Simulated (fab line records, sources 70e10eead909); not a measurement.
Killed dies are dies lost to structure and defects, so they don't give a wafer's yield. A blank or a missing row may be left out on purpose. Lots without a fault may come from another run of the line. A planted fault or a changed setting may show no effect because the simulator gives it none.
Chamber matching | flow nand_harc | NHARC_A_CHANNEL_HOLE_D1_DEP_01 on pecvd-01: 3 sister chambers
The step deposits SiON, target thk 140 nm. 3 wafers are shown with their chamber, then 12 later ones without.

WAFERS WITH THEIR CHAMBER
wafer  | chamber | heater_power_w (W)
L089.4 | 2       | 539
L090.4 | 1       | 705
L090.5 | 0       | 731

WAFERS WITHOUT THEIR CHAMBER
wafer  | heater_power_w (W)
L092.2 | 668
L092.4 | 672
L092.6 | 561
L095.1 | 773
L095.3 | 775
L095.6 | 750
L096.1 | 737
L096.4 | 752
L096.5 | 757
L097.3 | 789
L097.4 | 689
L097.6 | 785

WHICH CHAMBER EACH WENT THROUGH
wafer  | from the rows above     | in truth
L092.2 | can't be placed: 1 or 0 | 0
L092.4 | can't be placed: 1 or 0 | 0
L092.6 | 2                       | 2
L095.1 | can't be placed: 0 or 1 | 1
L095.3 | can't be placed: 0 or 1 | 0
L095.6 | can't be placed: 0 or 1 | 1
L096.1 | can't be placed: 0 or 1 | 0
L096.4 | can't be placed: 0 or 1 | 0
L096.5 | can't be placed: 0 or 1 | 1
L097.3 | can't be placed: 0 or 1 | 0
L097.4 | can't be placed: 1 or 0 | 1
L097.6 | can't be placed: 0 or 1 | 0
Placed correctly: 1 of 12. Can't be placed from these rows: 11 (the true chamber is among the candidates in 11). Placed wrongly: 0.
How it was worked out, from the rows above alone: a wafer's distance from a chamber is the root of the sum, over the readings, of the square of ((its reading less the chamber's mean) divided by the reading's scatter). The wafer belongs to the nearest chamber; if the next one is less than 2 further off, it can't be placed. A chamber's mean is the mean of its shown wafers. The scatter: with one shown wafer a chamber, the root of the mean of the squares of how far each hidden wafer lies from its nearest shown one.
